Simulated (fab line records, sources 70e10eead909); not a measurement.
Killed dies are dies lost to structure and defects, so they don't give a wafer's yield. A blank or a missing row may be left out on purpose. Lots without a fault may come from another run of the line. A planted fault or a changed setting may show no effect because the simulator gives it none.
Which tool did it? | flow nand_harc | 24 lots, 72 wafers sampled, at 6 steps of a route of 1302

WHAT THE GAUGES READ, wafer by wafer
The record holds no reading of a measuring or inspecting step that can be judged against a usual standard deviation.

WHICH TOOL RAN EACH LOT (tool, then ch and the chambers of the sampled wafers, then the start)
lot  | NHARC_A_M0_DEGAS_28          | NHARC_A_M1_ETCH_28                            | NHARC_A_M1_ANNEAL_31             | NHARC_A_BONDPAD_ETCH_34            | NHARC_A_BONDPAD_ETCH_12                       | NHARC_A_BONDPAD_DEGAS_25
L077 | pvd_sputter-01, day 23 11:22 | rie_diel-05 ch 0,1,3, day 23 16:38 or earlier | rtp_anneal-02 ch 0, day 23 16:38 | rie_diel-07 ch 0,1,3, day 23 19:34 | rie_diel-07 ch 1,2,3, day 23 20:25 or earlier | pvd_sputter-03, day 23 20:25
L075 | pvd_sputter-01, day 23 13:06 | rie_diel-06 ch 0,1,2, day 23 18:01 or earlier | rtp_anneal-01 ch 0, day 23 18:01 | rie_diel-07 ch 1,2,3, day 23 21:01 | rie_diel-07 ch 0,2,3, day 23 21:53 or earlier | pvd_sputter-01, day 23 21:53
L074 | pvd_sputter-02, day 23 15:29 | rie_diel-09 ch 1,2,3, day 23 20:17 or earlier | rtp_anneal-02 ch 0, day 23 20:17 | rie_diel-07 ch 0,2,3, day 23 23:17 | rie_diel-07 ch 1,2, day 24 00:09 or earlier   | pvd_sputter-02, day 24 00:09
L076 | pvd_sputter-03, day 23 19:09 | rie_diel-05 ch 0,1,3, day 23 23:54 or earlier | rtp_anneal-02 ch 0, day 23 23:54 | rie_diel-07 ch 0,1,3, day 24 02:53 | rie_diel-07 ch 0,1,3, day 24 03:55 or earlier | pvd_sputter-03, day 24 03:55
L079 | pvd_sputter-03, day 24 10:58 | rie_diel-05 ch 2,3, day 24 15:46 or earlier   | rtp_anneal-01 ch 0, day 24 15:46 | rie_diel-01 ch 1,2, day 24 18:47   | rie_diel-01 ch 0,1,2, day 24 19:38 or earlier | pvd_sputter-01, day 24 19:38
L078 | pvd_sputter-01, day 24 11:57 | rie_diel-06 ch 1,3, day 24 16:42 or earlier   | rtp_anneal-02 ch 0, day 24 16:42 | rie_diel-08 ch 0,1, day 24 19:44   | rie_diel-08 ch 0,1,3, day 24 20:36 or earlier | pvd_sputter-03, day 24 20:36
L080 | pvd_sputter-02, day 25 10:54 | rie_diel-09 ch 0,2, day 25 15:38 or earlier   | rtp_anneal-02 ch 0, day 25 15:38 | rie_diel-01 ch 0,1,3, day 25 18:42 | rie_diel-01 ch 1,3, day 25 19:38 or earlier   | pvd_sputter-03, day 25 19:38
L081 | pvd_sputter-02, day 25 19:07 | rie_diel-09 ch 0,3, day 26 00:04 or earlier   | rtp_anneal-02 ch 0, day 26 00:04 | rie_diel-07 ch 1,2, day 26 02:56   | rie_diel-07 ch 0,1,2, day 26 03:50 or earlier | pvd_sputter-02, day 26 03:50
L084 | pvd_sputter-01, day 27 19:29 | rie_diel-05 ch 0,1, day 28 00:23 or earlier   | rtp_anneal-02 ch 0, day 28 00:23 | rie_diel-01 ch 0,3, day 28 03:26   | rie_diel-01 ch 0,1,3, day 28 04:20 or earlier | pvd_sputter-02, day 28 04:20
L082 | pvd_sputter-03, day 27 20:44 | rie_diel-06 ch 1,2, day 28 01:37 or earlier   | rtp_anneal-02 ch 0, day 28 01:37 | rie_diel-08 ch 0,1, day 28 04:39   | rie_diel-08 ch 1,3, day 28 05:34 or earlier   | pvd_sputter-01, day 28 05:34
L083 | pvd_sputter-01, day 27 22:28 | rie_diel-05 ch 1,2, day 28 03:20 or earlier   | rtp_anneal-02 ch 0, day 28 03:20 | rie_diel-08 ch 0,2,3, day 28 06:23 | rie_diel-08 ch 0,1, day 28 07:17 or earlier   | pvd_sputter-03, day 28 07:17
L087 | pvd_sputter-01, day 28 07:22 | rie_diel-05 ch 0,2,3, day 28 12:08 or earlier | rtp_anneal-01 ch 0, day 28 12:08 | rie_diel-07 ch 0,1, day 28 15:11   | rie_diel-07 ch 0,1, day 28 16:02 or earlier   | pvd_sputter-03, day 28 16:02
L085 | pvd_sputter-01, day 28 13:37 | rie_diel-09 ch 0,1,2, day 28 18:32 or earlier | rtp_anneal-01 ch 0, day 28 18:32 | rie_diel-07 ch 0,2, day 28 21:35   | rie_diel-07 ch 1,2, day 28 22:26 or earlier   | pvd_sputter-02, day 28 22:26
L088 | pvd_sputter-01, day 28 16:35 | rie_diel-05 ch 1,2,3, day 28 21:28 or earlier | rtp_anneal-01 ch 0, day 28 21:28 | rie_diel-01 ch 0,2,3, day 29 00:20 | rie_diel-01 ch 2,3, day 29 01:11 or earlier   | pvd_sputter-03, day 29 01:11
L086 | pvd_sputter-03, day 28 19:35 | rie_diel-09 ch 0,2,3, day 29 00:28 or earlier | rtp_anneal-01 ch 0, day 29 00:28 | rie_diel-07 ch 0,1, day 29 03:32   | rie_diel-07 ch 0,2, day 29 04:23 or earlier   | pvd_sputter-02, day 29 04:23
L089 | pvd_sputter-03, day 29 02:50 | rie_diel-05 ch 1,2,3, day 29 07:49 or earlier | rtp_anneal-02 ch 0, day 29 07:49 | rie_diel-07 ch 0,2,3, day 29 10:54 | rie_diel-07 ch 2,3, day 29 11:44 or earlier   | pvd_sputter-01, day 29 11:44
L091 | pvd_sputter-02, day 29 11:19 | rie_diel-05 ch 2,3, day 29 16:12 or earlier   | rtp_anneal-01 ch 0, day 29 16:12 | rie_diel-01 ch 0,2,3, day 29 19:06 | rie_diel-01 ch 2,3, day 29 19:58 or earlier   | pvd_sputter-03, day 29 19:58
L090 | pvd_sputter-03, day 29 16:31 | rie_diel-09 ch 2,3, day 29 21:19 or earlier   | rtp_anneal-01 ch 0, day 29 21:19 | rie_diel-07 ch 1,3, day 30 00:22   | rie_diel-07 ch 1,3, day 30 01:13 or earlier   | pvd_sputter-02, day 30 01:13
L093 | pvd_sputter-02, day 30 19:59 | rie_diel-09 ch 0,1,3, day 31 00:53 or earlier | rtp_anneal-02 ch 0, day 31 00:53 | rie_diel-08 ch 0,1,2, day 31 03:49 | rie_diel-08 ch 0,1,2, day 31 04:40 or earlier | pvd_sputter-03, day 31 04:40
L092 | pvd_sputter-02, day 30 21:43 | rie_diel-05 ch 0,1,2, day 31 02:51 or earlier | rtp_anneal-02 ch 0, day 31 02:51 | rie_diel-01 ch 0,2, day 31 05:47   | rie_diel-01 ch 2,3, day 31 06:39 or earlier   | pvd_sputter-03, day 31 06:39
L094 | pvd_sputter-01, day 31 04:03 | rie_diel-05 ch 2,3, day 31 08:56 or earlier   | rtp_anneal-02 ch 0, day 31 08:56 | rie_diel-07 ch 0,1,3, day 31 11:53 | rie_diel-07 ch 0,1,3, day 31 12:43 or earlier | pvd_sputter-03, day 31 12:43
L096 | pvd_sputter-03, day 31 18:20 | rie_diel-05 ch 1,3, day 31 23:29 or earlier   | rtp_anneal-02 ch 0, day 31 23:29 | rie_diel-07 ch 0,3, day 32 02:28   | rie_diel-07 ch 0,1,3, day 32 03:19 or earlier | pvd_sputter-01, day 32 03:19
L095 | pvd_sputter-02, day 32 11:28 | rie_diel-06 ch 0,2,3, day 32 16:21 or earlier | rtp_anneal-02 ch 0, day 32 16:21 | rie_diel-08 ch 1,2,3, day 32 19:26 | rie_diel-08 ch 0,1,3, day 32 20:17 or earlier | pvd_sputter-03, day 32 20:17
L097 | pvd_sputter-01, day 33 05:58 | rie_diel-09 ch 0,2,3, day 33 11:00 or earlier | rtp_anneal-01 ch 0, day 33 11:00 | rie_diel-07 ch 1,2,3, day 33 14:17 | rie_diel-07 ch 1,2, day 33 15:08 or earlier   | pvd_sputter-02, day 33 15:08
- NHARC_A_M0_DEGAS_28: time 60 s.
- NHARC_A_M1_ETCH_28: etches the open film in CF4/N2, target depth 30 nm, time 72.99 s.
- NHARC_A_M1_ANNEAL_31: time 90 s.
- NHARC_A_BONDPAD_ETCH_34: etches the open film in N2/H2, target depth 60 nm, overetch 18 nm, time 65.91 s.
- NHARC_A_BONDPAD_ETCH_12: etches the open film in CHF3/O2, target depth 220 nm, time 110 s.
- NHARC_A_BONDPAD_DEGAS_25: time 60 s.

WHAT THE TOOLS THEMSELVES READ (means of the sampled wafers that have a number; where no wafer has one, the mark that the record gives instead)
NHARC_A_M0_DEGAS_28.
lot  | tool           | heater_power_w (W)
L077 | pvd_sputter-01 | 395
L075 | pvd_sputter-01 | 391
L074 | pvd_sputter-02 | 327
L076 | pvd_sputter-03 | 349
L079 | pvd_sputter-03 | 300
L078 | pvd_sputter-01 | 416
L080 | pvd_sputter-02 | 342
L081 | pvd_sputter-02 | 344
L084 | pvd_sputter-01 | 391
L082 | pvd_sputter-03 | 350
L083 | pvd_sputter-01 | 389
L087 | pvd_sputter-01 | 362
L085 | pvd_sputter-01 | 355
L088 | pvd_sputter-01 | 387
L086 | pvd_sputter-03 | 333
L089 | pvd_sputter-03 | 319
L091 | pvd_sputter-02 | 335
L090 | pvd_sputter-03 | 354
L093 | pvd_sputter-02 | 353
L092 | pvd_sputter-02 | 342
L094 | pvd_sputter-01 | 382
L096 | pvd_sputter-03 | 372
L095 | pvd_sputter-02 | 328
L097 | pvd_sputter-01 | 392

NHARC_A_M1_ETCH_28.
lot  | tool        | drypump_motor_current_A (A) | oes_product_au (a.u.) | rf_vpp_V (V) | showerhead_plenum_p_Torr (Torr) | throttle_valve_pct (%)
L077 | rie_diel-05 | 5.5                         | 1.010                 | 312.6        | 2.51                            | 19.791
L075 | rie_diel-06 | 5.9                         | 0.996                 | 313.5        | 2.59                            | 19.791
L074 | rie_diel-09 | 5.2                         | 1.001                 | 313.1        | 2.59                            | 19.790
L076 | rie_diel-05 | 5.5                         | 0.992                 | 312.4        | 2.51                            | 19.794
L079 | rie_diel-05 | 6.1                         | 1.006                 | 315.2        | 2.68                            | 19.793
L078 | rie_diel-06 | 5.7                         | 0.999                 | 313.2        | 2.60                            | 19.790
L080 | rie_diel-09 | 5.2                         | 1.001                 | 311.3        | 2.52                            | 19.792
L081 | rie_diel-09 | 5.1                         | 1.001                 | 314.5        | 2.58                            | 19.795
L084 | rie_diel-05 | 5.5                         | 1.002                 | 311.9        | 2.47                            | 19.792
L082 | rie_diel-06 | 6.2                         | 0.999                 | 312.0        | 2.54                            | 19.792
L083 | rie_diel-05 | 6.1                         | 0.995                 | 313.1        | 2.58                            | 19.793
L087 | rie_diel-05 | 5.7                         | 1.000                 | 313.5        | 2.59                            | 19.795
L085 | rie_diel-09 | 5.3                         | 1.003                 | 312.2        | 2.57                            | 19.794
L088 | rie_diel-05 | 5.9                         | 1.002                 | 313.6        | 2.60                            | 19.784
L086 | rie_diel-09 | 5.2                         | 0.997                 | 312.2        | 2.54                            | 19.799
L089 | rie_diel-05 | 5.9                         | 1.006                 | 314.0        | 2.60                            | 19.792
L091 | rie_diel-05 | 5.7                         | 1.003                 | 315.1        | 2.62                            | 19.794
L090 | rie_diel-09 | 5.3                         | 0.993                 | 311.9        | 2.50                            | 19.796
L093 | rie_diel-09 | 5.1                         | 1.005                 | 313.7        | 2.62                            | 19.795
L092 | rie_diel-05 | 5.9                         | 1.004                 | 313.5        | 2.57                            | 19.797
L094 | rie_diel-05 | 6.1                         | 0.990                 | 315.1        | 2.68                            | 19.795
L096 | rie_diel-05 | 5.4                         | 0.995                 | 312.2        | 2.54                            | 19.794
L095 | rie_diel-06 | 5.8                         | 1.000                 | 313.7        | 2.60                            | 19.798
L097 | rie_diel-09 | 5.2                         | 0.998                 | 312.4        | 2.54                            | 19.796

NHARC_A_M1_ANNEAL_31.
lot  | tool          | wafer_temp_C_max
L077 | rtp_anneal-02 | 225.71
L075 | rtp_anneal-01 | 225.84
L074 | rtp_anneal-02 | 225.36
L076 | rtp_anneal-02 | 225.42
L079 | rtp_anneal-01 | 225.90
L078 | rtp_anneal-02 | 225.58
L080 | rtp_anneal-02 | 225.19
L081 | rtp_anneal-02 | 225.63
L084 | rtp_anneal-02 | 225.49
L082 | rtp_anneal-02 | 225.76
L083 | rtp_anneal-02 | 225.52
L087 | rtp_anneal-01 | 225.83
L085 | rtp_anneal-01 | 225.91
L088 | rtp_anneal-01 | 225.85
L086 | rtp_anneal-01 | 225.87
L089 | rtp_anneal-02 | 225.59
L091 | rtp_anneal-01 | 225.93
L090 | rtp_anneal-01 | 225.92
L093 | rtp_anneal-02 | 225.68
L092 | rtp_anneal-02 | 225.52
L094 | rtp_anneal-02 | 225.37
L096 | rtp_anneal-02 | 225.63
L095 | rtp_anneal-02 | 225.51
L097 | rtp_anneal-01 | 225.47

NHARC_A_BONDPAD_ETCH_34.
lot  | tool        | drypump_motor_current_A (A) | oes_product_au (a.u.) | rf_vpp_V (V) | showerhead_plenum_p_Torr (Torr) | throttle_valve_pct (%)
L077 | rie_diel-07 | 6.0                         | 1.007                 | 431.0        | 2.09                            | 14.168
L075 | rie_diel-07 | 5.8                         | 1.010                 | 430.4        | 2.03                            | 14.176
L074 | rie_diel-07 | 5.5                         | 1.011                 | 431.9        | 2.10                            | 14.169
L076 | rie_diel-07 | 6.0                         | 1.010                 | 432.0        | 2.09                            | 14.174
L079 | rie_diel-01 | 5.9                         | 1.003                 | 429.1        | 1.99                            | 14.172
L078 | rie_diel-08 | 5.8                         | 0.990                 | 430.4        | 2.04                            | 14.173
L080 | rie_diel-01 | 5.6                         | 1.002                 | 430.2        | 2.02                            | 14.176
L081 | rie_diel-07 | 6.0                         | 1.003                 | 428.6        | 1.97                            | 14.175
L084 | rie_diel-01 | 5.3                         | 0.993                 | 429.0        | 1.99                            | 14.172
L082 | rie_diel-08 | 5.8                         | 0.997                 | 430.4        | 2.03                            | 14.162
L083 | rie_diel-08 | 5.7                         | 0.997                 | 429.5        | 2.01                            | 14.169
L087 | rie_diel-07 | 5.8                         | 1.000                 | 432.7        | 2.09                            | 14.172
L085 | rie_diel-07 | 5.2                         | 1.004                 | 431.0        | 2.05                            | 14.169
L088 | rie_diel-01 | 5.4                         | 0.991                 | 428.5        | 1.99                            | 14.175
L086 | rie_diel-07 | 5.8                         | 1.005                 | 431.5        | 2.09                            | 14.175
L089 | rie_diel-07 | 5.5                         | 0.998                 | 432.1        | 2.10                            | 14.171
L091 | rie_diel-01 | 5.4                         | 0.990                 | 428.5        | 1.99                            | 14.179
L090 | rie_diel-07 | 6.3                         | 1.005                 | 430.8        | 2.01                            | 14.167
L093 | rie_diel-08 | 6.0                         | 0.985                 | 432.4        | 2.11                            | 14.167
L092 | rie_diel-01 | 5.5                         | 0.994                 | 428.3        | 1.98                            | 14.162
L094 | rie_diel-07 | 6.0                         | 1.006                 | 430.9        | 2.08                            | 14.172
L096 | rie_diel-07 | 5.7                         | 1.004                 | 434.4        | 2.15                            | 14.177
L095 | rie_diel-08 | 5.9                         | 0.989                 | 434.9        | 2.20                            | 14.164
L097 | rie_diel-07 | 5.9                         | 1.001                 | 430.5        | 2.02                            | 14.166

NHARC_A_BONDPAD_ETCH_12.
lot  | tool        | drypump_motor_current_A (A) | oes_product_au (a.u.) | rf_vpp_V (V) | showerhead_plenum_p_Torr (Torr) | throttle_valve_pct (%)
L077 | rie_diel-07 | 5.8                         | 0.974                 | 370.9        | 2.39                            | 20.569
L075 | rie_diel-07 | 5.5                         | 0.928                 | 371.3        | 2.47                            | 20.574
L074 | rie_diel-07 | 6.0                         | 0.967                 | 369.4        | 2.32                            | 20.571
L076 | rie_diel-07 | 6.0                         | 0.940                 | 371.1        | 2.46                            | 20.582
L079 | rie_diel-01 | 5.7                         | 0.972                 | 369.4        | 2.37                            | 20.577
L078 | rie_diel-08 | 5.7                         | 0.956                 | 370.8        | 2.38                            | 20.568
L080 | rie_diel-01 | 6.0                         | 0.933                 | 370.2        | 2.39                            | 20.562
L081 | rie_diel-07 | 5.7                         | 0.933                 | 370.6        | 2.39                            | 20.564
L084 | rie_diel-01 | 5.6                         | 0.925                 | 369.9        | 2.37                            | 20.570
L082 | rie_diel-08 | 6.0                         | 0.955                 | 372.4        | 2.46                            | 20.573
L083 | rie_diel-08 | 5.8                         | 0.918                 | 369.7        | 2.39                            | 20.570
L087 | rie_diel-07 | 6.1                         | 0.985                 | 369.9        | 2.38                            | 20.573
L085 | rie_diel-07 | 5.5                         | 0.976                 | 369.3        | 2.33                            | 20.576
L088 | rie_diel-01 | 5.5                         | 0.941                 | 368.7        | 2.33                            | 20.564
L086 | rie_diel-07 | 5.4                         | 0.981                 | 372.4        | 2.47                            | 20.580
L089 | rie_diel-07 | 5.4                         | 0.929                 | 369.4        | 2.40                            | 20.582
L091 | rie_diel-01 | 5.5                         | 0.921                 | 369.2        | 2.33                            | 20.574
L090 | rie_diel-07 | 6.3                         | 0.981                 | 370.0        | 2.38                            | 20.575
L093 | rie_diel-08 | 6.0                         | 0.912                 | 371.6        | 2.47                            | 20.570
L092 | rie_diel-01 | 5.5                         | 0.922                 | 368.2        | 2.32                            | 20.579
L094 | rie_diel-07 | 6.0                         | 0.933                 | 370.5        | 2.45                            | 20.575
L096 | rie_diel-07 | 6.0                         | 0.974                 | 370.8        | 2.45                            | 20.566
L095 | rie_diel-08 | 5.8                         | 0.914                 | 371.7        | 2.48                            | 20.569
L097 | rie_diel-07 | 6.0                         | 0.924                 | 368.7        | 2.32                            | 20.580

NHARC_A_BONDPAD_DEGAS_25.
lot  | tool           | heater_power_w (W)
L077 | pvd_sputter-03 | 491
L075 | pvd_sputter-01 | 510
L074 | pvd_sputter-02 | 455
L076 | pvd_sputter-03 | 486
L079 | pvd_sputter-01 | 579
L078 | pvd_sputter-03 | 415
L080 | pvd_sputter-03 | 409
L081 | pvd_sputter-02 | 466
L084 | pvd_sputter-02 | 483
L082 | pvd_sputter-01 | 500
L083 | pvd_sputter-03 | 493
L087 | pvd_sputter-03 | 482
L085 | pvd_sputter-02 | 484
L088 | pvd_sputter-03 | 452
L086 | pvd_sputter-02 | 487
L089 | pvd_sputter-01 | 438
L091 | pvd_sputter-03 | 495
L090 | pvd_sputter-02 | 528
L093 | pvd_sputter-03 | 502
L092 | pvd_sputter-03 | 399
L094 | pvd_sputter-03 | 507
L096 | pvd_sputter-01 | 497
L095 | pvd_sputter-03 | 503
L097 | pvd_sputter-02 | 490

THE ANSWER, worked out from the rows above alone
Rule: what is usual is taken from the lots themselves. Put in order of their means at a reading, lots are off if they are a third of the lots or fewer, leave a main group of 4 or more, and stand apart from it by a gap of 3 or more times the standard deviation of the main group's means; of several such gaps the widest counts. A main group whose means are all the same, to the digits that the tables above print for the reading, isn't used. A lot without any number at a reading at which 4 lots or more have one is off too. The other lots that the step has rows for count as sound. The gauges are gone through in route order, then the tools' own readings, and for those a lot's mean is taken as printed above. The first step at which some lot is off is used, and at that step the reading that is off furthest; a lot without a number counts as furthest.
No lot is off at any reading shown: from this, nothing can be told.

WHAT THE SIMULATOR HAD PUT IN
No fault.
